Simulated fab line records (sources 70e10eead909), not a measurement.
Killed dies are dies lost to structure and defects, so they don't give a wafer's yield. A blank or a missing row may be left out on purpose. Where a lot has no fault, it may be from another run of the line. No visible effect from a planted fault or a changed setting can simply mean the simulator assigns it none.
Chamber matching | flow nand_harc | rie_diel-02 running NHARC_A_CHANNEL_HOLE_D2_DESCUM_15: 4 sister chambers
The step chemistry O2, time 3 s. 24 wafers are shown with their chamber, then 12 later ones without.

## WAFERS WITH THEIR CHAMBER
wafer  | chamber | drypump_motor_current_A (A) | oes_product_au (a.u.) | rf_vpp_V (V)
L074.2 | 1       | 6.0                         | 1.010                 | 58.2
L074.5 | 2       | 4.9                         | 0.999                 | 57.0
L074.6 | 3       | 6.4                         | 1.022                 | 57.8
L076.1 | 3       | 6.4                         | 1.007                 | 59.1
L076.3 | 2       | 4.9                         | 1.002                 | 57.2
L076.4 | 1       | 6.1                         | 1.010                 | 58.2
L077.1 | 3       | 6.4                         | 1.009                 | 59.8
L077.4 | 0       | 5.1                         | 0.986                 | 58.4
L077.5 | 1       | 6.1                         | 1.001                 | 57.7
L078.1 | 2       | 4.9                         | 0.997                 | 58.8
L078.2 | 3       | 6.4                         | 1.015                 | 58.0
L078.5 | 0       | 5.1                         | 1.017                 | 57.5
L080.1 | 3       | 6.4                         | 1.026                 | 56.4
L080.2 | 2       | 4.9                         | 1.006                 | 56.4
L080.5 | 0       | 5.1                         | 1.019                 | 58.2
L083.2 | 3       | 6.5                         | 1.004                 | 57.8
L083.5 | 1       | 6.1                         | 1.000                 | 57.7
L083.6 | 2       | 4.9                         | 1.004                 | 57.6
L089.3 | 0       | 5.1                         | 0.984                 | 57.5
L089.5 | 0       | 5.1                         | 0.991                 | 57.8
L089.6 | 3       | 6.4                         | 1.012                 | 60.0
L087.1 | 3       | 6.4                         | 1.009                 | 58.2
L087.3 | 1       | 6.1                         | 0.985                 | 58.1
L087.5 | 2       | 4.9                         | 0.986                 | 58.7

SIGNATURES, as means of the wafers listed above
reading                 | chamber 0 | chamber 1 | chamber 2 | chamber 3 | scatter within a chamber
drypump_motor_current_A | 5.100     | 6.080     | 4.900     | 6.413     | 0.0289
oes_product_au          | 0.99940   | 1.00120   | 0.99900   | 1.01300   | 0.0106
rf_vpp_V                | 57.880    | 57.980    | 57.617    | 58.388    | 0.88
Rule: for each reading, subtract the chamber's mean from the wafer's reading, divide by that reading's scatter and square the result; add these up over the readings and take the root, which gives the wafer's distance from the chamber. The wafer belongs to the nearest chamber; if the next one is less than 2 further off, it can't be placed. How the scatter is found: for the shown wafers, subtract from each reading the mean of its chamber, square and add these, divide the total by (wafers less chambers), then take the root.

## WAFERS MISSING THEIR CHAMBER
wafer  | drypump_motor_current_A (A) | oes_product_au (a.u.) | rf_vpp_V (V)
L091.1 | 6.4                         | 1.010                 | 58.3
L091.3 | 6.1                         | 1.009                 | 58.2
L091.6 | 5.1                         | 0.987                 | 58.5
L093.1 | 5.1                         | 0.991                 | 57.9
L093.4 | 6.4                         | 1.015                 | 59.0
L093.6 | 6.1                         | 0.999                 | 58.4
L095.1 | 6.1                         | 0.987                 | 56.9
L095.4 | 4.9                         | 0.993                 | 58.0
L095.5 | 5.1                         | 0.989                 | 56.4
L097.2 | 4.9                         | 0.995                 | 59.1
L097.4 | 6.1                         | 0.997                 | 57.5
L097.5 | 6.4                         | 1.000                 | 58.2

## THE CHAMBER EACH PASSED THROUGH
wafer  | from the rows above | in truth
L091.1 | 3                   | 3
L091.3 | 1                   | 1
L091.6 | 0                   | 0
L093.1 | 0                   | 0
L093.4 | 3                   | 3
L093.6 | 1                   | 1
L095.1 | 1                   | 1
L095.4 | 2                   | 2
L095.5 | 0                   | 0
L097.2 | 2                   | 2
L097.4 | 1                   | 1
L097.5 | 3                   | 3
12 of 12 placed correctly. Can't be placed from these rows: 0. Placed wrongly: 0.
